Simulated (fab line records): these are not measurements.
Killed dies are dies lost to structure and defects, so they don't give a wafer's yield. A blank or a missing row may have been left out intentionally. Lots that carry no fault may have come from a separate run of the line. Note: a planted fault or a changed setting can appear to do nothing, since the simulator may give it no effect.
Matching of chambers | flow n5-finfet | N5_BEOL_M11_ETCH_61 on rie-diel-05 has 4 sister chambers
The step etches SiARC in CF4, target depth 39 nm, time 65 s. 18 wafers are shown with their chamber, then 9 later ones without.

EACH WAFER AND ITS CHAMBER
wafer  | chamber | drypump-motor-current-A (A) | showerhead-plenum-p-Torr (Torr) | throttle-valve-pct (%)
L083.4 | 1       | 5.7                         | 2.04                            | 15.8
L083.5 | 1       | 5.8                         | 2.04                            | 15.8
L083.6 | 0       | 5.7                         | 2.25                            | 15.5
L084.2 | 3       | 6.3                         | 2.16                            | 16.1
L084.4 | 1       | 5.8                         | 2.04                            | 15.8
L084.5 | 2       | 5.2                         | 2.13                            | 15.6
L086.2 | 1       | 5.8                         | 2.04                            | 15.9
L086.4 | 0       | 5.7                         | 2.24                            | 15.5
L086.6 | 1       | 5.8                         | 2.04                            | 15.9
L088.1 | 3       | 6.3                         | 2.16                            | 16.1
L088.5 | 3       | 6.3                         | 2.16                            | 16.1
L088.6 | 1       | 5.8                         | 2.04                            | 15.9
L089.3 | 1       | 5.8                         | 2.03                            | 15.9
L089.4 | 2       | 5.2                         | 2.13                            | 15.6
L089.5 | 1       | 5.7                         | 2.03                            | 15.9
L093.3 | 1       | 5.8                         | 2.03                            | 15.9
L093.4 | 1       | 5.7                         | 2.03                            | 15.9
L093.5 | 3       | 6.3                         | 2.16                            | 16.1

SIGNATURES, as means of the wafers listed above
reading                  | chamber 0 | chamber 1 | chamber 2 | chamber 3 | scatter within a chamber
drypump-motor-current-A  | 5.700     | 5.770     | 5.200     | 6.300     | 0.0387
showerhead-plenum-p-Torr | 2.2450    | 2.0360    | 2.1300    | 2.1600    | 0.00455
throttle-valve-pct       | 15.500    | 15.870    | 15.600    | 16.100    | 0.0387
Rule: for a wafer and a chamber, the distance is found by dividing, reading by reading, the gap between the wafer's reading and the chamber's mean by the reading's scatter, squaring, summing and taking the root. The wafer belongs to the nearest chamber; if the next one is less than 2 further off, it can't be placed. How the scatter is found: for the shown wafers, subtract from each reading the mean of its chamber, square and add these, divide the total by (wafers less chambers), then take the root.

WAFERS MISSING THEIR CHAMBER
wafer  | drypump-motor-current-A (A) | showerhead-plenum-p-Torr (Torr) | throttle-valve-pct (%)
L092.2 | 5.8                         | 2.03                            | 15.9
L092.3 | 6.3                         | 2.16                            | 16.1
L092.4 | 5.8                         | 2.03                            | 15.9
L094.2 | 6.2                         | 2.15                            | 16.1
L094.3 | 5.6                         | 2.24                            | 15.5
L094.5 | 6.3                         | 2.15                            | 16.1
L096.2 | 5.8                         | 2.03                            | 15.9
L096.3 | 5.6                         | 2.24                            | 15.5
L096.6 | 5.7                         | 2.24                            | 15.5

WHICH CHAMBER EACH WENT THROUGH
wafer  | from the rows above | in truth
L092.2 | 1                   | 1
L092.3 | 3                   | 3
L092.4 | 1                   | 1
L094.2 | 3                   | 3
L094.3 | 0                   | 0
L094.5 | 3                   | 3
L096.2 | 1                   | 1
L096.3 | 0                   | 0
L096.6 | 0                   | 0
9 of 9 placed correctly. From these rows, 0 cannot be placed. 0 placed wrongly.
